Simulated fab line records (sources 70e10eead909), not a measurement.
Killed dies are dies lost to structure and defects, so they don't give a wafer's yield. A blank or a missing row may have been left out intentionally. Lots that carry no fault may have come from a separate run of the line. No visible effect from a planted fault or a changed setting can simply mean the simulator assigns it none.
Matching of chambers | flow nand_harc | pecvd-02 running NHARC_A_BONDPAD_DEP_00: 3 sister chambers
The step deposits SiCN, target thk 250 nm. 14 wafers are shown with their chamber, then 7 later ones without.

## EACH WAFER AND ITS CHAMBER
wafer  | chamber | showerhead_vpp_V (V) | heater_power_w (W) | heater_power_outer_w (W)
L284.1 | 1       | 1304                 | 689                | 351
L284.3 | 0       | 1271                 | 423                | 240
L284.6 | 2       | 1254                 | 656                | 369
L295.1 | 2       | 1249                 | 549                | 288
L295.2 | 1       | 1318                 | 787                | 415
L295.5 | 1       | 1286                 | 783                | 410
L296.1 | 1       | 1292                 | 794                | 432
L296.4 | 1       | 1314                 | 812                | 440
L296.6 | 0       | 1263                 | 479                | 276
L299.1 | 2       | 1246                 | 653                | 354
L299.3 | 1       | 1304                 | 837                | 442
L299.6 | 1       | 1283                 | 671                | 328
L303.1 | 1       | 1318                 | 675                | 328
L303.2 | 2       | 1247                 | 614                | 345

SIGNATURES, as means of the wafers listed above
reading              | chamber 0 | chamber 1 | chamber 2 | scatter within a chamber
showerhead_vpp_V     | 1267.00   | 1302.38   | 1249.00   | 11.5
heater_power_w       | 451.00    | 756.00    | 618.00    | 60.4
heater_power_outer_w | 258.00    | 393.25    | 339.00    | 44.2
Rule: a wafer lies at a distance from a chamber equal to the root of the sum of squares, over the readings, of (its reading less the chamber's mean, divided by the reading's scatter). If the next closest chamber is less than 2 further off than the closest, the wafer can't be placed; otherwise it belongs to the closest. The scatter: take each reading less its chamber's mean, square it, sum over the shown wafers, divide by the number of wafers less the number of chambers, and take the root.

## WAFERS WHOSE CHAMBER IS MISSING
wafer  | showerhead_vpp_V (V) | heater_power_w (W) | heater_power_outer_w (W)
L303.5 | 1326                 | 684                | 345
L304.1 | 1266                 | 548                | 282
L304.3 | 1213                 | 417                | 240
L304.6 | 1256                 | 569                | 283
L305.1 | 1276                 | 756                | 398
L305.2 | 1255                 | 506                | 301
L305.6 | 1242                 | 508                | 309

## WHICH CHAMBER EACH ONE RAN IN
wafer  | from the rows above     | in truth
L303.5 | 1                       | 1
L304.1 | can't be placed: 0 or 2 | 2
L304.3 | can't be placed: 0 or 2 | 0
L304.6 | can't be placed: 2 or 0 | 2
L305.1 | can't be placed: 1 or 2 | 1
L305.2 | can't be placed: 0 or 2 | 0
L305.6 | can't be placed: 2 or 0 | 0
Correct placement for 1 of the 7. Unplaceable from these rows: 6, with the true chamber sitting among the candidates in 6. 0 placed wrongly.
